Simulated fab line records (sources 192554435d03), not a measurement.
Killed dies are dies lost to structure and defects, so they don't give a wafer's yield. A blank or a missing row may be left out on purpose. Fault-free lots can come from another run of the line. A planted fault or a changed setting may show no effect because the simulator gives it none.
Matching of chambers | flow n5Finfet | N5_BEOL_M7_CMP_52 on cmp-02 has 4 sister chambers
The step polishes, stops on SiCOH lowk, t overpolish 6.9 s, target thk 80 nm. 20 wafers are shown with their chamber, then 10 later ones without.

== WAFERS WITH THEIR CHAMBER ==
wafer  | chamber | motorCurrentA (A) | timeToEndpointS (s) | overpolishRunS (s)
L074.1 | 0       | 4.9               | 58.6                | 6.915
L074.3 | 3       | 6.5               | 58.8                | 6.897
L074.5 | 2       | 5.7               | 64.6                | 6.903
L082.2 | 3       | 6.6               | 60.8                | 6.899
L082.3 | 0       | 4.7               | 53.5                | 6.913
L082.4 | 2       | 5.9               | 59.8                | 6.913
L081.2 | 1       | 5.3               | 63.2                | 6.893
L081.3 | 0       | 5.0               | 58.6                | 6.900
L081.5 | 3       | 6.4               | 58.7                | 6.894
L094.3 | 3       | 7.2               | 60.3                | 6.892
L094.4 | 0       | 5.1               | 59.1                | 6.916
L094.5 | 0       | 5.0               | 60.1                | 6.897
L085.2 | 1       | 5.0               | 62.9                | 6.895
L085.4 | 0       | 5.1               | 60.1                | 6.914
L085.6 | 3       | 6.7               | 60.3                | 6.899
L090.1 | 2       | 6.0               | 65.0                | 6.917
L090.3 | 3       | 6.7               | 59.2                | 6.899
L090.6 | 1       | 5.2               | 64.4                | 6.884
L092.2 | 3       | 6.6               | 57.5                | 6.896
L092.4 | 2       | 6.3               | 60.9                | 6.895

SIGNATURES (means of the wafers above)
reading         | chamber 0 | chamber 1 | chamber 2 | chamber 3 | scatter within a chamber
motorCurrentA   | 4.967     | 5.167     | 5.975     | 6.671     | 0.215
timeToEndpointS | 58.333    | 63.500    | 62.575    | 59.371    | 1.94
overpolishRunS  | 6.90917   | 6.89067   | 6.90700   | 6.89657   | 0.0069
Rule: a wafer lies at a distance from a chamber equal to the root of the sum of squares, over the readings, of (its reading less the chamber's mean, divided by the reading's scatter). The wafer belongs to the nearest chamber; if the next one is less than 2 further off, it can't be placed. The scatter: take each reading less its chamber's mean, square it, sum over the shown wafers, divide by the number of wafers less the number of chambers, and take the root.

== WAFERS WITH NO CHAMBER GIVEN ==
wafer  | motorCurrentA (A) | timeToEndpointS (s) | overpolishRunS (s)
L092.6 | 5.5               | 61.5                | 6.898
L093.2 | 6.4               | 63.2                | 6.904
L093.3 | 5.0               | 59.4                | 6.910
L093.6 | 6.5               | 59.9                | 6.901
L096.1 | 6.6               | 61.9                | 6.899
L096.4 | 6.2               | 61.7                | 6.884
L096.5 | 5.1               | 58.7                | 6.902
L086.3 | 6.1               | 62.8                | 6.889
L086.4 | 6.4               | 57.6                | 6.920
L086.5 | 6.0               | 60.3                | 6.905

== CHAMBER TAKEN BY EACH ==
wafer  | from the rows above          | in truth
L092.6 | can't be placed: 1 or 2 or 0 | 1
L093.2 | can't be placed: 2 or 3      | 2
L093.3 | 0                            | 0
L093.6 | can't be placed: 3 or 2      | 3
L096.1 | can't be placed: 3 or 2      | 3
L096.4 | can't be placed: 3 or 2 or 1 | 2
L096.5 | can't be placed: 0 or 1      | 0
L086.3 | can't be placed: 2 or 3 or 1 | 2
L086.4 | can't be placed: 3 or 2      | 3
L086.5 | 2                            | 2
2 of 10 placed correctly. Can't be placed from these rows: 8 (the true chamber is among the candidates in 8). Wrongly placed: 0.
